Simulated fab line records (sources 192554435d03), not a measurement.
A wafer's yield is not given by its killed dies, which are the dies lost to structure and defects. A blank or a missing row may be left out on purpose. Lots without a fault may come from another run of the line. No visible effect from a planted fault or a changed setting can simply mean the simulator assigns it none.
fab line records	flow n5-finfet
record lots=6	wafers=18	last-day=17
route steps=1938 shown TV_LITHO@1878 TV_OPEN@1887 PASSIVATION@1936
lots with no fault: from the same line, run without faults
start-h: the number of hours between the record's first day and the start of the first shown wafer of the lot	wait-h: time in hours since the lot's previous step	" identical to the entry in the row above	L1.1+2: one row covering several wafers at once	- value missing, or start not given	* or withheld: withheld	< > ~ a bound
route shown NAME@n: NAME is a module with steps in the file, n the number in the route of the first one	usual: mean and standard deviation over wafers with no fault	same: alike in all rows	chamber/n: place in a boat	sites: readings site by site	_std_site: how widely they spread, as a standard deviation	_edge_site: inner sites' mean taken away from outer sites' mean	radius-mm: for every site, how far away it sits from the centre of the wafer	mask NAME#n: copy n	behind: the last tool/chamber to shape the wafer	hold: why the lot was held/for how many hours/how that ended	device: transistor that didn't switch, given as n, p or np	end of line: the same wafers' tests at the end of the route	a step with no rows: only its recipe	killed: dies lost to structure and defects at the first sort, not the wafer's yield	map: dies across one wafer; x = killed, . = not, _ = none there
set.NAME: the run value of the setting; set.NAME@STEP: its run value at that earlier step	model.NAME: the simulator's own value behind a step, which no gauge read
certain route steps with their lots: each step a table, each wafer a row
services: from which hour (start-h, from the record's first day; less than 0 if before it) a tool's chamber was out of use, for how many hours, and why
## steps
# step N5_PASSIVATION_SOFTBAKE_05
# recipe temp-c=100	time-s=90
# step N5_PASSIVATION_EXPOSE_07
# recipe mask-id=TV	na=0.55	source-shape=conventional	sigma-outer=0.8	polarization=unpolarized	defocus-nm=0	target-cd-nm=3000	dose-mj=22.75
# step N5_PASSIVATION_PEB_08
# recipe peb-temp-c=withheld	peb-time-s=*
# step N5_PASSIVATION_DEVELOP_09
# recipe develop-time-s=60	rinse-liquid=diw	dry=air-spin	dev-temp-c=21
# step N5_PASSIVATION_HARDBAKE_11
# recipe temp-c=130	time-s=120
# step N5_PASSIVATION_CD_MEAS_10
# recipe target-cd-nm=3000	landing-energy-ev=500	detector=se-inlens
# usual cd-nm=3000.2/2
lot.wafer	tool	chamber	start-h	wait-h	cd-nm
L693.3	cd-sem-02	0	270.55	-	3000.4
L693.4	"	0	"	"	3003.2
L693.6	"	0	"	"	3000.7
L691.1	cd-sem-01	0	275.38	-	3002.9
L691.4	"	0	"	"	3003.9
L691.6	"	0	"	"	3003.6
L695.1	cd-sem-02	0	292.27	-	3000.4
L695.4	"	0	"	"	2998.5
L695.5	"	0	"	"	2999.3
L712.2	cd-sem-03	0	390.23	-	3000.9
L712.4	"	0	"	"	3000.8
L712.5	"	0	"	"	3000.8
L710.3	cd-sem-03	0	391.22	-	3002.1
L710.4	"	0	"	"	3000.2
L710.6	"	0	"	"	2996.5
L713.1	cd-sem-03	0	404.62	-	3003.0
L713.3	"	0	"	"	3003.3
L713.4	"	0	"	"	2999.6
# step N5_PASSIVATION_OVL_MEAS_60
# recipe points-per-wafer=44
# usual TV_OVL=1/4.9
lot.wafer	tool	chamber	start-h	wait-h	TV_OVL[nm]
L693.3	overlay-02	0	270.58	0.0	-9
L693.4	"	0	"	"	-3
L693.6	"	0	"	"	-6
L691.1	overlay-01	0	275.41	0.0	-5
L691.4	"	0	"	"	2
L691.6	"	0	"	"	2
L695.1	overlay-01	0	292.31	0.0	3
L695.4	"	0	"	"	6
L695.5	"	0	"	"	3
L712.2	overlay-02	0	390.26	0.0	2
L712.4	"	0	"	"	1
L712.5	"	0	"	"	-3
L710.3	overlay-02	0	391.25	0.0	-2
L710.4	"	0	"	"	5
L710.6	"	0	"	"	2
L713.1	overlay-01	0	404.65	0.0	3
L713.3	"	0	"	"	9
L713.4	"	0	"	"	3
# step N5_PASSIVATION_INSPECT_61
# recipe mode=adi	inspect-instrument=macro
# usual raw-defect-count=2.0/1.3
lot.wafer	tool	chamber	start-h	wait-h	raw-defect-count
L693.3	defect-inspect-01	-	270.61	0.0	3
L693.4	"	-	"	"	1
L693.6	"	-	"	"	3
L691.1	defect-inspect-01	-	275.44	0.0	2
L691.4	"	-	"	"	4
L691.6	"	-	"	"	1
L695.1	defect-inspect-02	-	292.33	0.0	4
L695.4	"	-	"	"	0
L695.5	"	-	"	"	2
L712.2	defect-inspect-01	-	390.28	0.0	2
L712.4	"	-	"	"	0
L712.5	"	-	"	"	1
L710.3	defect-inspect-02	-	391.28	0.0	3
L710.4	"	-	"	"	1
L710.6	"	-	"	"	2
L713.1	defect-inspect-01	-	404.68	0.0	2
L713.3	"	-	"	"	0
L713.4	"	-	"	"	3
# step N5_PASSIVATION_DESCUM_12
# recipe chemistry=O2	time-s=7.9	source-power-w=50	bias-power-w=20	pressure-mtorr=20	rf-frequency-hz=2.712e+07	temp-c=40	o2-flow-sccm=225
# usual drypump-motor-current-A=5.8/0.43	oes-product-au=0.77/0.06	rf-vpp-V=243.1/1.3	showerhead-plenum-p-Torr=2.09/0.074	throttle-valve-pct=20.45/0.21
lot.wafer	tool	chamber	start-h	wait-h	drypump-motor-current-A	oes-product-au	rf-hours-counter-h	rf-vpp-V	showerhead-plenum-p-Torr	throttle-valve-pct
L693.3	rie-diel-05	0	270.70	0.1	5.9	0.89	36	243.6	2.15	20.47
L693.4	"	3	"	"	6.2	0.69	249	243.2	2.13	20.36
L693.6	"	2	"	"	5.3	0.77	-	243.8	2.10	20.66
L691.1	rie-diel-01	1	275.56	0.1	6.4	0.80	96	243.0	2.01	20.11
L691.4	"	3	"	"	6.0	0.75	184	243.0	2.08	20.35
L691.6	"	0	"	"	6.1	0.71	-	245.7	2.16	20.47
L695.1	rie-diel-04	3	292.61	0.3	5.7	0.87	34	245.2	2.24	20.41
L695.4	"	1	"	"	5.8	0.81	85	245.0	2.20	20.51
L695.5	"	1	"	"	5.8	0.81	-	244.2	2.20	20.52
L712.2	rie-diel-01	3	390.68	0.4	6.0	0.72	220	243.4	2.07	20.40
L712.4	"	0	"	"	6.1	0.69	249	244.2	2.15	20.54
L712.5	"	2	"	"	5.2	0.75	-	242.7	2.02	20.70
L710.3	rie-diel-01	1	391.31	0.0	6.4	0.76	134	242.7	2.00	20.18
L710.4	"	0	"	"	6.1	0.69	249	243.0	2.15	20.54
L710.6	"	3	"	"	6.0	0.72	-	242.2	2.07	20.39
L713.1	rie-diel-04	2	404.71	0.0	5.6	0.81	76	244.6	2.20	20.14
L713.3	"	0	"	"	5.1	0.72	223	242.2	2.06	20.42
L713.4	"	3	"	"	5.7	0.83	65	243.2	2.23	20.46
# step N5_PASSIVATION_PASS_ETCH_74
# recipe chemistry=CF4/O2	target=SiNx	target-depth-a=2200	time-s=110	ion-energy-ev=100	pressure-mtorr=40	source-w=535	bias-w=49	Ar_flow_sccm=100	cf4-flow-sccm=100	O2_flow_sccm=10
# usual drypump-motor-current-A=5.8/0.42	oes-product-au=0.77/0.058	rf-vpp-V=239/4.9	showerhead-plenum-p-Torr=2.21/0.069	throttle-valve-pct=16.01/0.16
lot.wafer	tool	chamber	start-h	wait-h	drypump-motor-current-A	oes-product-au	rf-hours-counter-h	rf-vpp-V	showerhead-plenum-p-Torr	throttle-valve-pct
L693.3	rie-diel-05	0	270.77	0.0	5.9	0.87	36	246	2.25	15.89
L693.4	"	3	"	"	6.3	0.71	249	234	2.26	16.16
L693.6	"	2	"	"	5.3	0.76	-	248	2.20	16.18
L691.1	rie-diel-01	1	275.62	0.0	6.3	0.81	96	235	2.15	15.80
L691.4	"	3	"	"	6.0	0.74	184	238	2.20	15.99
L691.6	"	0	"	"	6.1	0.72	-	242	2.26	15.96
L695.1	rie-diel-04	3	292.67	0.0	5.7	0.86	34	243	2.33	15.78
L695.4	"	1	"	"	5.8	0.82	85	242	2.32	16.06
L695.5	"	1	"	"	5.9	0.82	-	241	2.32	16.05
L712.2	rie-diel-01	3	390.75	0.0	6.0	0.71	220	236	2.19	16.07
L712.4	"	0	"	"	6.0	0.70	249	240	2.25	16.04
L712.5	"	2	"	"	5.1	0.75	-	237	2.12	16.18
L710.3	rie-diel-01	1	391.38	0.0	6.3	0.76	134	234	2.14	15.85
L710.4	"	0	"	"	6.1	0.70	249	240	2.25	16.06
L710.6	"	3	"	"	6.0	0.71	-	239	2.19	16.04
L713.1	rie-diel-04	2	404.78	0.0	5.6	0.82	76	245	2.33	15.79
L713.3	"	0	"	"	5.1	0.72	223	233	2.18	16.05
L713.4	"	3	"	"	5.7	0.82	65	244	2.32	15.83
# step N5_PASSIVATION_VIA_ETCH_13
# recipe chemistry=CHF3/O2	target=SiO2	target-depth-a=6600	CHF3_flow_sccm=50	O2_flow_sccm=5	Ar_flow_sccm=200	time-s=330	mask-material=PR	pressure-mtorr=30	source-w=650	bias-w=170	ion-energy-ev=200	ends=cleared
# usual drypump-motor-current-A=5.8/0.42	etch-rf-on-time-s=236/4.9	oes-product-au=0.70/0.053	rf-vpp-V=521/10	showerhead-plenum-p-Torr=2.41/0.074	throttle-valve-pct=18.90/0.17
lot.wafer	tool	chamber	start-h	wait-h	drypump-motor-current-A	etch-rf-on-time-s	oes-product-au	rf-hours-counter-h	rf-vpp-V	showerhead-plenum-p-Torr	throttle-valve-pct
L693.3	rie-diel-05	0	270.86	0.0	5.9	237	0.78	36	531	2.45	18.80
L693.4	"	3	"	"	6.2	232	0.63	249	508	2.45	18.86
L693.6	"	2	"	"	5.3	240	0.68	-	542	2.41	19.07
L691.1	rie-diel-01	1	275.71	0.0	6.3	236	0.72	96	511	2.34	18.67
L691.4	"	3	"	"	6.0	243	0.66	184	519	2.41	18.87
L691.6	"	0	"	"	6.1	241	0.64	-	524	2.47	18.83
L695.1	rie-diel-04	3	292.76	0.0	5.7	224	0.78	34	529	2.55	18.68
L695.4	"	1	"	"	5.8	231	0.73	85	525	2.53	18.92
L695.5	"	1	"	"	5.9	234	0.74	-	524	2.53	18.91
L712.2	rie-diel-01	3	390.84	0.0	6.0	239	0.64	221	519	2.40	18.94
L712.4	"	0	"	"	6.1	242	0.62	249	523	2.46	18.89
L712.5	"	2	"	"	5.2	234	0.68	-	512	2.32	19.10
L710.3	rie-diel-01	1	391.47	0.0	6.4	239	0.68	134	509	2.33	18.74
L710.4	"	0	"	"	6.1	238	0.62	249	523	2.46	18.89
L710.6	"	3	"	"	6.0	249	0.64	-	518	2.40	18.96
L713.1	rie-diel-04	2	404.87	0.0	5.6	233	0.73	76	535	2.54	18.66
L713.3	"	0	"	"	5.1	229	0.65	223	508	2.39	18.96
L713.4	"	3	"	"	5.7	235	0.75	65	527	2.53	18.73
# step N5_PASSIVATION_STRIP_14
# recipe chemistry=O2	power-w=600	temp-c=60	pressure-mtorr=30	rf-frequency-hz=6e+07	bias-power-w=0	overash-fraction=0.5	o2-flow-sccm=225
# usual drypump-motor-current-A=5.8/0.43	oes-product-au=0.78/0.061	rf-vpp-V=3.6/0.95	showerhead-plenum-p-Torr=2.10/0.074	throttle-valve-pct=16.68/0.2
lot.wafer	tool	chamber	start-h	wait-h	drypump-motor-current-A	oes-product-au	rf-hours-counter-h	rf-vpp-V	showerhead-plenum-p-Torr	throttle-valve-pct
L693.3	rie-diel-05	0	271.06	0.1	5.9	0.89	36	4.4	2.15	16.65
L693.4	"	3	"	"	6.3	0.71	249	3.9	2.13	16.72
L693.6	"	2	"	"	5.3	0.77	-	4.7	2.11	16.92
L691.1	rie-diel-01	1	275.91	0.1	6.3	0.82	96	3.6	2.02	16.33
L691.4	"	3	"	"	6.0	0.75	184	4.3	2.09	16.62
L691.6	"	0	"	"	6.1	0.71	-	3.3	2.16	16.72
L695.1	rie-diel-04	3	292.96	0.1	5.7	0.87	34	4.7	2.25	16.57
L695.4	"	1	"	"	5.8	0.81	85	3.8	2.21	16.70
L695.5	"	1	"	"	5.8	0.80	-	3.2	2.21	16.70
L712.2	rie-diel-01	3	391.04	0.1	6.0	0.72	221	4.4	2.07	16.70
L712.4	"	0	"	"	6.1	0.70	249	3.3	2.15	16.76
L712.5	"	2	"	"	5.2	0.74	-	4.3	2.02	16.92
L710.3	rie-diel-01	1	391.66	0.1	6.3	0.77	134	4.1	2.00	16.43
L710.4	"	0	"	"	6.0	0.69	250	2.5	2.15	16.78
L710.6	"	3	"	"	6.0	0.72	-	4.8	2.07	16.67
L713.1	rie-diel-04	2	405.06	0.1	5.5	0.83	76	4.1	2.21	16.40
L713.3	"	0	"	"	5.1	0.73	223	3.8	2.07	16.68
L713.4	"	3	"	"	5.7	0.85	65	2.8	2.23	16.64
# step N5_PASSIVATION_ETCH_15
# recipe chemistry=CF4/N2	target=SiCN	target-depth-a=750	taper-deg=2	time-s=81.2	ion-energy-ev=150	mask-material=SiNx	pressure-mtorr=40	source-w=430	bias-w=70	Ar_flow_sccm=100	cf4-flow-sccm=60	n2-flow-sccm=60
# usual drypump-motor-current-A=5.8/0.42	oes-product-au=0.77/0.059	rf-vpp-V=382.2/2	showerhead-plenum-p-Torr=2.21/0.07	throttle-valve-pct=15.45/0.17
lot.wafer	tool	chamber	start-h	wait-h	drypump-motor-current-A	oes-product-au	rf-hours-counter-h	rf-vpp-V	showerhead-plenum-p-Torr	throttle-valve-pct	model.etch.depth-nm
L693.3	rie-diel-05	0	271.10	-	5.9	0.86	36	382.5	2.25	15.37	61.87
L693.4	"	3	"	"	6.3	0.71	249	383.5	2.26	15.58	65.46
L693.6	"	2	"	"	5.3	0.76	-	384.0	2.21	15.66	64.19
L691.1	rie-diel-01	1	275.95	-	6.3	0.79	96	380.9	2.15	15.22	64.23
L691.4	"	3	"	"	6.0	0.74	184	382.9	2.20	15.44	63.58
L691.6	"	0	"	"	6.2	0.73	-	382.5	2.26	15.43	65.94
L695.1	rie-diel-04	3	293.00	-	5.7	0.87	34	385.5	2.33	15.19	65.74
L695.4	"	1	"	"	5.9	0.82	85	384.9	2.32	15.48	66.63
L695.5	"	1	"	"	5.9	0.83	-	385.7	2.32	15.48	66.58
L712.2	rie-diel-01	3	391.08	-	6.0	0.70	221	380.9	2.19	15.51	62.95
L712.4	"	0	"	"	6.1	0.70	249	382.9	2.25	15.50	65.67
L712.5	"	2	"	"	5.2	0.70	-	380.7	2.12	15.62	56.94
L710.3	rie-diel-01	1	391.70	-	6.3	0.75	134	380.3	2.14	15.29	64.16
L710.4	"	0	"	"	6.0	0.70	250	384.5	2.25	15.51	64.96
L710.6	"	3	"	"	6.0	0.65	-	383.3	2.19	15.52	55.38
L713.1	rie-diel-04	2	405.10	-	5.6	0.81	76	385.7	2.32	15.20	64.87
L713.3	"	0	"	"	5.1	0.72	224	380.6	2.18	15.49	67.7
L713.4	"	3	"	"	5.7	0.82	65	384.8	2.32	15.25	65.27
# step N5_PASSIVATION_STRIP_73
# recipe chemistry=post-etch-residue-remover	time-s=60	temp-c=25	remover-ph=withheld	remover-water-wt-pct=withheld	remover-fluoride-wt-pct=withheld
# step N5_PASSIVATION_PROBE_49
# usual defect-limited-yield=91.4/1.5	killed_at_M0_to_M3=34/12	killed_at_M4_up=12/4.9	killed-at-contacts=13/7.2	killed-at-front-end=39/12	killed-at-other=3.7/2.9	killed-dies=101/18	killed-open=67/14	killed-short=33/7.2	sort_bin_5_function=5.1/0.97	sort_bin_6_memory=3.2/0.67	sort-n-pass=1079/17	sort-yield-pct=91.4/1.5
# same gross-dies=1180	killed-at-back-side=0	sort_bin_4_leakage[%]=0	sort_bin_8_speed[%]=0
lot.wafer	tool	chamber	start-h	wait-h	defect-limited-yield[%]	killed_at_M0_to_M3	killed_at_M4_up	killed-at-contacts	killed-at-front-end	killed-at-other	killed-dies	killed-open	killed-short	sort_bin_5_function[%]	sort_bin_6_memory[%]	sort-n-pass	sort-yield-pct[%]
L693.3	prober-01	-	277.59	0.1	91.4	37	9	15	33	8	102	69	31	4.4	3.8	1078	91.4
L693.4	prober-01	-	277.64	0.2	90.9	52	18	8	25	4	107	71	36	5.8	3.0	1073	90.9
L693.6	prober-01	-	277.74	0.3	92.0	42	12	3	33	4	94	58	35	4.6	3.1	1086	92.0
L691.1	prober-01	-	282.27	0.0	92.0	40	8	17	27	2	94	67	25	4.8	2.8	1086	92.0
L691.4	prober-01	-	282.42	0.2	90.9	43	6	14	41	3	107	70	36	5.5	3.0	1073	90.9
L691.6	prober-01	-	282.52	0.3	91.9	58	5	9	21	2	95	65	28	5.3	2.4	1085	91.9
L712.2	prober-01	-	398.19	0.2	90.3	32	16	14	52	0	114	79	32	5.3	3.8	1066	90.3
L712.4	prober-01	-	398.29	0.3	91.9	32	10	12	42	0	96	68	27	4.9	3.0	1084	91.9
L712.5	prober-01	-	398.34	0.3	89.2	35	13	19	58	2	127	86	39	6.2	4.3	1053	89.2
L710.3	prober-01	-	399.50	0.1	92.6	41	15	3	26	2	87	55	28	4.6	2.6	1093	92.6
L710.4	prober-01	-	399.55	0.2	94.3	27	13	3	17	7	67	50	15	3.7	1.9	1113	94.3
L710.6	prober-01	-	399.65	0.3	90.9	44	21	8	27	7	107	63	38	5.2	3.6	1073	90.9
# killed by level:class
L693.3 BEOL_M3:geometric-particle:open=14 MOL_CONTACT_COAG:geometric-particle:open=12 GATE_CUT:geometric-particle:open=9 BEOL_M0_SAQP:geometric-particle:short=9 GATE_CUT:geometric-particle:short=6 BEOL_M2:geometric-particle:open=5 PAD_METAL:geometric-particle:open=5 STARTING-WAFER:geometric-particle:open=5
L693.4 BEOL_M2:geometric-particle:open=12 BEOL_M4:geometric-particle:open=12 BEOL_M3:geometric-particle:open=10 FIN_SAQP:geometric-particle:short=8 MOL_CONTACT_COAG:geometric-particle:open=7 BEOL_M3:geometric-particle:short=7 DUMMY_GATE:geometric-particle:open=6 BEOL_M0:geometric-particle:open=5
L693.6 BEOL_M0_SAQP:geometric-particle:short=15 FIN_SAQP:geometric-particle:open=12 BEOL_M2:geometric-particle:open=7 BEOL_M0_SAQP:geometric-particle:open=5 STARTING-WAFER:geometric-particle:open=5 BEOL_M4:geometric-particle:open=5 FIN_SAQP:geometric-particle:short=4 DUMMY_GATE:geometric-particle:open=3
L691.1 BEOL_M2:geometric-particle:open=16 MOL_CONTACT_COAG:geometric-particle:open=13 BEOL_M3:geometric-particle:open=6 STI_FIN_REVEAL:geometric-particle:open=5 MOL_CONTACT_COAG:geometric-particle:short=4 BEOL_M0:geometric-particle:open=4 STARTING-WAFER:geometric-particle:short=4 STARTING-WAFER:geometric-particle:open=4
L691.4 BEOL_M2:geometric-particle:open=16 BEOL_M3:geometric-particle:open=12 MOL_CONTACT_COAG:geometric-particle:open=11 FIN_SAQP:geometric-particle:short=10 FIN_SAQP:geometric-particle:open=9 STI_FIN_REVEAL:geometric-particle:open=4 BEOL_M2:geometric-particle:short=4 DUMMY_GATE:geometric-particle:open=3
L691.6 BEOL_M1:geometric-particle:open=11 BEOL_M2:geometric-particle:open=11 BEOL_M3:geometric-particle:open=8 BEOL_M0_SAQP:geometric-particle:open=7 BEOL_M0_SAQP:geometric-particle:short=7 MOL_CONTACT_COAG:geometric-particle:open=6 BEOL_M2:geometric-particle:short=5 STI_FIN_REVEAL:geometric-particle:open=4
L712.2 FIN_SAQP:geometric-particle:open=16 FIN_SAQP:geometric-particle:short=14 MOL_CONTACT_COAG:geometric-particle:open=13 BEOL_M1:geometric-particle:open=9 BEOL_M4:geometric-particle:open=7 DUMMY_GATE:geometric-particle:open=6 BEOL_M0_SAQP:geometric-particle:open=6 STI_FIN_REVEAL:geometric-particle:open=5
L712.4 FIN_SAQP:geometric-particle:open=17 FIN_SAQP:geometric-particle:short=11 BEOL_M1:geometric-particle:open=10 MOL_CONTACT_COAG:geometric-particle:open=9 BEOL_M0_SAQP:geometric-particle:open=6 ILD0:geometric-particle:open=4 BEOL_M0_SAQP:geometric-particle:short=4 BEOL_M2:geometric-particle:open=4
L712.5 FIN_SAQP:geometric-particle:open=14 MOL_CONTACT_COAG:geometric-particle:open=14 FIN_SAQP:geometric-particle:short=12 BEOL_M0_SAQP:geometric-particle:open=9 BEOL_M2:geometric-particle:open=7 BEOL_M1:geometric-particle:open=6 STI_FIN_REVEAL:geometric-particle:open=5 MOL_CONTACT_COAG:geometric-particle:short=5
L710.3 BEOL_M2:geometric-particle:open=12 DUMMY_GATE:geometric-particle:open=8 BEOL_M0_SAQP:geometric-particle:short=8 BEOL_M8:geometric-particle:open=6 BEOL_M0_SAQP:geometric-particle:open=5 BEOL_M0:geometric-particle:open=5 BEOL_M1:geometric-particle:open=5 STI_FIN_REVEAL:geometric-particle:open=3
L710.4 BEOL_M0:geometric-particle:open=9 BEOL_M1:geometric-particle:open=5 BEOL_M3:geometric-particle:open=5 BEOL_M4:geometric-particle:open=5 FIN_SAQP:geometric-particle:open=4 DUMMY_GATE:geometric-particle:open=3 MOL_CONTACT_COAG:geometric-particle:open=3 BEOL_M0_SAQP:geometric-particle:open=3
L710.6 BEOL_M0_SAQP:geometric-particle:short=10 BEOL_M4:geometric-particle:open=10 BEOL_M0_SAQP:geometric-particle:open=9 BEOL_M0:geometric-particle:open=7 MOL_CONTACT_COAG:geometric-particle:open=6 DUMMY_GATE:geometric-particle:short=5 DUMMY_GATE:geometric-particle:open=5 BEOL_M0:geometric-particle:short=5
## services
tool	chamber	start-h	hours	kind
rie-diel-04	2	252.40	19.3	repair
rie-diel-05	3	276.30	-	clean
rie-diel-05	3	276.30	-	consumable-replace:focus-ring
rie-diel-05	3	276.30	31.9	scheduled-down
rie-diel-05	3	276.30	31.9	vent-cycle
rie-diel-01	2	332.04	7.0	repair
rie-diel-04	0	346.38	11.2	repair
rie-diel-04	3	371.15	9.9	repair
rie-diel-01	2	377.93	5.7	repair
rie-diel-01	0	393.68	-	clean
rie-diel-01	0	393.68	-	consumable-replace:focus-ring
## key
first-sign none at tools or gauges
model-effect step=N5_PASSIVATION_ETCH_15	value=etch.depth-nm	without=64.23	struck=56.16
met-at N5_PASSIVATION_ETCH_15
struck-wafers L710.6,L712.5
onset-between 275.95 391.08
fault kind=process-parameter-drift	tool=rie-diel-01	chamber=-	onset-h=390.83	steps=N5_PASSIVATION_ETCH_15	channel=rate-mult	offset=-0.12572	shape=step	end-h=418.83	scope=struck-wafers-only
